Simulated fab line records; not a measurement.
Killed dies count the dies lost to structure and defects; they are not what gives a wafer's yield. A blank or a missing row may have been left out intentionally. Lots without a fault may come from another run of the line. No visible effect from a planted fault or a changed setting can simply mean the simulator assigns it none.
Code-filled problem report in 8D (eight disciplines) form	flow nand-harc	the parts of the form that need people (team, actions taken, sign-off) are left out

1. PROBLEM STATEMENT
At NHARC_END_SORT_01, sort_bin_2_pct averages 97.0 % over 3 wafers from 2 lots, while fault-free wafers read 1.3 %, standard deviation 0.54. That is +99 or more standard deviations from the usual mean.
First observed at day 23 00:04: wafer L287.5, on prober-02. Wafers with a number at this step in the record: 10, from 4 lots. Rule for "out" (also "out of limits"): further than 4 standard deviations from the usual mean. All remaining wafers that have a number are taken as sound.

2. WHAT IT IS, AND WHAT IT ISN'T
question	is	is not
which readings at this step	sort_bin_2_pct, defect-limited-yield, killed-at-array, killed-dies, sort-n-pass, sort-rim-yield-pct, sort-yield-pct	killed-at-other, killed-at-periphery, killed-open, killed-short, sort_bin_3_pct, sort_bin_4_pct
which lots	L287, L292	L276, L288
which wafers of those lots	L287.5, L292.1, L292.3	L287.1, L287.6, L292.5
read on which gauges	prober-02	prober-01
when	from day 23 00:04	up to then (5 sound wafers); but 2 sound wafers of L287, L292 came after

3. WHAT RULES OUT EACH SUSPECT
Counting: a tool at a process step up to the reading stays a suspect if it ran every lot that is out. Sound lots after the first of them don't rule it out here, since some wafers of a struck lot are sound.
- the gauge at NHARC_END_SORT_01: kept. All the wafers that are out were read on prober-02, and no step on other tools shows them out.
- ecd-cu-02 at NHARC_A_BONDPAD_ECD_18 (material Cu, target thk 400 nm): kept. It ran every lot that is out, first L287 (day 21 02:57).
Left after counting: ecd-cu-02 at NHARC_A_BONDPAD_ECD_18, prober-02 at NHARC_END_SORT_01.

4. THE CAUSE (what the simulator had put in)
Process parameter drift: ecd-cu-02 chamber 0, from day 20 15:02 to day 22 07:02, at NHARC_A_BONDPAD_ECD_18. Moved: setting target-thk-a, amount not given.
2 suspects survive the count, and this tool is in that group.

5. THE CHAIN OF EFFECTS, in route order
One row per reading whose mean, taken over the struck wafers that have a number, lies over 3 standard deviations from the usual. Scope: only readings with a usual standard deviation given in the record; hours: median across lots of the time from each lot's start at the first step in this table that gives one to its start at this step; sigmas: change in usual standard deviations.
hours	step	reading	usual	on struck wafers	change	sigmas
0	NHARC_END_SORT_01	defect-limited-yield	95.8 %	0.0	-95.8	-80
0	NHARC_END_SORT_01	killed-at-array	24	673	+649	+88
0	NHARC_END_SORT_01	killed-dies	28	677	+649	+81
0	NHARC_END_SORT_01	sort_bin_2_pct	1.3 %	97.0	+95.7	+99 or more
0	NHARC_END_SORT_01	sort-n-pass	649	0	-649	-81
0	NHARC_END_SORT_01	sort-rim-yield-pct	94.2 %	0.0	-94.2	-35
0	NHARC_END_SORT_01	sort-yield-pct	95.8 %	0.0	-95.8	-80

6. HOW IT WOULD HAVE BEEN CAUGHT EARLIER
The first out-of-limits reading at a measuring or inspecting step in this record came at day 23 00:04, 57 hours after the fault's start at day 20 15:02.
The start of NHARC_A_BONDPAD_ECD_18 on ecd-cu-02 came by day 23 00:04 for every one of the lots that are out (2). Had the tool been put on hold then, not one of them would have been saved.
